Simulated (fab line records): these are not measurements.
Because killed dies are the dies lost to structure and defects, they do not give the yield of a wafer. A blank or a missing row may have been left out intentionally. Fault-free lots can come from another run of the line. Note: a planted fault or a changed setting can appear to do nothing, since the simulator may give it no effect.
Split-lot experiment -- flow n5-finfet -- 21 wafers read from 7 lots, route of 1938 steps

ON THE SPLIT
At N5_BEOL_M3_COAT_22 (resist thk 30 nm), the setting spin-rpm was moved away from the recipe's 1500 rpm on 7 of the 21 wafers read, by -9.1% to +10.9%. This setting was run at the recipe's value on the other wafers.

The reading comes from the split's own step.

THE READING
CAR-EUV_of_BEOL_M3_COAT_22.thk-nm (the simulator's own value, which no gauge read), in nm, at N5_BEOL_M3_COAT_22 (resist thk 30 nm). There is no usual value for it anywhere in the file. The 14 wafers here that ran the recipe average 30.0 nm, standard deviation 0.11 nm.

wafer,"tool, chamber at the split","spin-rpm as run, rpm",against the recipe,"CAR-EUV_of_BEOL_M3_COAT_22.thk-nm, nm",against lot-mates on the recipe
L075.3,"litho-track-03, 0",1500,recipe,30,-
L075.6,"litho-track-03, 0",1500,recipe,30,-
L075.5,"litho-track-03, 0",1396,-6.9%,31,+1.0
L077.2,"litho-track-05, 0",1500,recipe,30.2,-
L077.3,"litho-track-05, 0",1500,recipe,30,-
L077.6,"litho-track-05, 0",1500,recipe,30,-
L079.1,"litho-track-05, 0",1663,+10.9%,28.4,-1.6
L079.3,"litho-track-05, 0",1500,recipe,30,-
L079.6,"litho-track-05, 0",1500,recipe,30,-
L085.2,"litho-track-05, 0",1500,recipe,30.2,-
L085.5,"litho-track-05, 0",1614,+7.6%,29,-1.2
L085.6,"litho-track-05, 0",1614,+7.6%,29,-1.2
L089.3,"litho-track-03, 0",1364,-9.1%,31.4,no lot-mate on the recipe
L089.4,"litho-track-03, 0",1364,-9.1%,31.4,no lot-mate on the recipe
L089.6,"litho-track-03, 0",1364,-9.1%,31.2,no lot-mate on the recipe
L091.1,"litho-track-05, 0",1500,recipe,30,-
L091.4,"litho-track-05, 0",1500,recipe,30,-
L091.6,"litho-track-05, 0",1500,recipe,30,-
L096.1,"litho-track-01, 0",1500,recipe,30,-
L096.5,"litho-track-01, 0",1500,recipe,29.8,-
L096.6,"litho-track-01, 0",1500,recipe,29.8,-

FIT RESULTS
A straight line over all 21 wafers: CAR-EUV_of_BEOL_M3_COAT_22.thk-nm changes by -0.143 nm for each +1% of spin-rpm; r = -0.99; the points scatter about the line by 0.1 nm.
The same after taking each lot's own level away (the mean of its wafers on the recipe; 18 wafers): -0.151 nm for each +1%; r = -0.99; scatter 0.062 nm.
The reading moves by 1.6 nm for the largest change in spin-rpm, on that fit.
Across the lots, their own levels run from 29.87 to 30.20 nm, a range of 3.1 times the standard deviation given above.
Consequently the slope shifts little with the lot-to-lot level, the two slopes agreeing.
Check: -1.68 nm against its lot-mates is what the line predicts for one of the wafers moved furthest among these (+10.9%) when that wafer is left out of the fit. It came out at -1.6 nm against them.

FURTHER SPLITS ON THESE WAFERS
Before the reading, these wafers also passed through other splits. Each is held against what the fit with the lots' levels taken away leaves over:
other split on the same wafers,wafers away from the commonest value,r with CAR-EUV_of_BEOL_M3_COAT_22.thk-nm (lot level and that fit taken away)
N5_BEOL_M2_ETCH_69 bias-w,12,-0.36
N5_BEOL_M3_COAT_76 spin-rpm,4,-0.07

FILE'S OWN FIT
CAR-EUV_of_BEOL_M3_COAT_22.thk-nm changes by -0.149 nm for each +1% of spin-rpm, r = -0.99.
